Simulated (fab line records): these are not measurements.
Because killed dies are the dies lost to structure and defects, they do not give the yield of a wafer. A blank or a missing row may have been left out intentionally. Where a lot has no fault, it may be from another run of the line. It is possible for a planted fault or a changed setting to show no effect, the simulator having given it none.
Comparing a struck lot with a sound one	flow nandHarc	14 steps out of a route of 1302
Sound: wafers L538.2, L538.4, L538.6. Wafers L547.1, L547.4, L547.6 were the ones struck. The cause is named last.
Per side, at each step with rows, come the tool, then ch with its chambers, and then its first start. Under that, the readings that differ: sound wafers	struck wafers	difference of the means	sigmas: that difference in standard deviations of wafers without a fault.
alike: same words and numbers on both sides, and readings whose means sit less than 2 such deviations apart. not compared: any withheld reading, any reading some wafer has no value for, any bound like >300 that may hide the same value, and any number with overlapping values for which the record gives no deviation.
A row with sigmas, a row that says differs or no value, or rows on one side alone: a step with any of these is where the two part. Numbers that don't overlap but have no deviation are shown without sigmas and don't part them. A reading that every wafer of one side lacks parts them only if that side has two wafers or more.

first, 1 step without rows for these wafers: NHARC_A_ONON_D1_DEP_00 (target thk 1000 nm).
NHARC_A_ONON_D1_THK_MEAS_02: measures by ellipsometry.
  sound on filmMetro-01, day 10 03:17; struck on filmMetro-02, day 14 14:41
  alike: thkNm
then, no rows for these wafers at 1 step: NHARC_A_ONON_D1_DEP_03 (target thk 1000 nm).
NHARC_A_ONON_D1_THK_MEAS_05: measures by ellipsometry.
  sound on filmMetro-01, day 10 03:51; struck on filmMetro-02, day 14 15:15
  alike: thkNm
then, no rows for these wafers at 1 step: NHARC_A_ONON_D1_DEP_06 (target thk 1000 nm).
NHARC_A_ONON_D1_THK_MEAS_08: measures by ellipsometry.
  sound on filmMetro-02, day 10 04:25; struck on filmMetro-02, day 14 15:49
  alike: thkNm
then, no rows for these wafers at 1 step: NHARC_A_ONON_D1_DEP_09 (target thk 1000 nm).
NHARC_A_ONON_D1_THK_MEAS_11: measures by ellipsometry.
  sound on filmMetro-02, day 10 04:59; struck on filmMetro-01, day 14 16:23
  alike: thkNm
then, no rows for these wafers at 1 step: NHARC_A_ONON_D1_DEP_12 (target thk 1000 nm).
NHARC_A_ONON_D1_THK_MEAS_14: measures by ellipsometry.
  sound on filmMetro-01, day 10 05:32; struck on filmMetro-01, day 14 16:57
  alike: thkNm
then, 1 step without rows for these wafers: NHARC_A_ONON_D1_ANNEAL_15 (time 3600 s).
NHARC_A_ONON_D1_DEP_16: target thk 1000 nm.
  sound on pecvdOnon-04 ch 0, day 10 14:44; struck on pecvdOnon-02 ch 0, day 15 01:13
reading	sound	struck	difference	sigmas
sih4FlowSccm (sccm)	208.9 209.3 208.4	210.5 209.5 209.8	+1.1	+2
  alike: n2oFlowSccm
NHARC_A_ONON_D1_THK_MEAS_18: measures by ellipsometry.
  sound on filmMetro-01, day 10 15:11; struck on filmMetro-02, day 15 01:43
reading	sound	struck	difference	sigmas
thkNm (nm)	999 1000 999	1076 1076 1077	+77	+10
then, no rows for these wafers at 1 step: NHARC_A_ONON_D1_DEP_19 (target thk 1000 nm).

WHERE THEY PART
At NHARC_A_ONON_D1_DEP_16 first; at NHARC_A_ONON_D1_THK_MEAS_18 last (within this record only).

WHY: what the simulator had put in
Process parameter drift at NHARC_A_ONON_D1_DEP_16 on pecvdOnon-02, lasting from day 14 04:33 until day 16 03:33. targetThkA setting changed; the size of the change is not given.
